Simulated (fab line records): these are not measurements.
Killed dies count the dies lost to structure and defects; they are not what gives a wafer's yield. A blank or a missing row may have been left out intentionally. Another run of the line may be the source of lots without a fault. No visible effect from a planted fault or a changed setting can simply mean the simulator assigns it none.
Matching of chambers ; flow n5_finfet ; N5_BEOL_M15_CMP_49 on cmp-02 has 4 sister chambers
The step polishes, stops on SiO2, t overpolish 4.9 s, target thk 850 nm. 4 wafers are shown with their chamber, then 12 later ones without.

WAFERS WITH THEIR CHAMBER
wafer;chamber;motor_current_A (A)
L081.5;2;9.6
L091.2;0;6.1
L091.4;1;7.0
L091.6;3;8.3

WAFERS MISSING THEIR CHAMBER
wafer;motor_current_A (A)
L093.1;10.2
L093.4;6.4
L093.6;8.7
L094.1;9.1
L094.3;6.3
L094.4;10.1
L095.2;8.5
L095.3;7.8
L095.4;9.9
L097.2;8.4
L097.3;7.2
L097.4;6.4

CHAMBER TAKEN BY EACH
wafer;from the rows above;in truth
L093.1;2;2
L093.4;can't be placed: 0 or 1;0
L093.6;can't be placed: 3 or 2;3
L094.1;can't be placed: 2 or 3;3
L094.3;can't be placed: 0 or 1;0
L094.4;2;2
L095.2;3;3
L095.3;can't be placed: 3 or 1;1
L095.4;2;2
L097.2;3;3
L097.3;1;1
L097.4;can't be placed: 0 or 1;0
6 of 12 placed correctly. From these rows, 6 cannot be placed; in 6 the true chamber is one of the candidates. Placed wrongly: 0.
How it was worked out, from the rows above alone: a wafer's distance from a chamber is the root of the sum, over the readings, of the square of ((its reading less the chamber's mean) divided by the reading's scatter). The wafer belongs to the nearest chamber; if the next one is less than 2 further off, it can't be placed. The mean given for a chamber averages the wafers shown for that chamber. The scatter (one wafer shown for each chamber): square how far every hidden wafer sits from the nearest shown wafer, average those squares and take the square root.
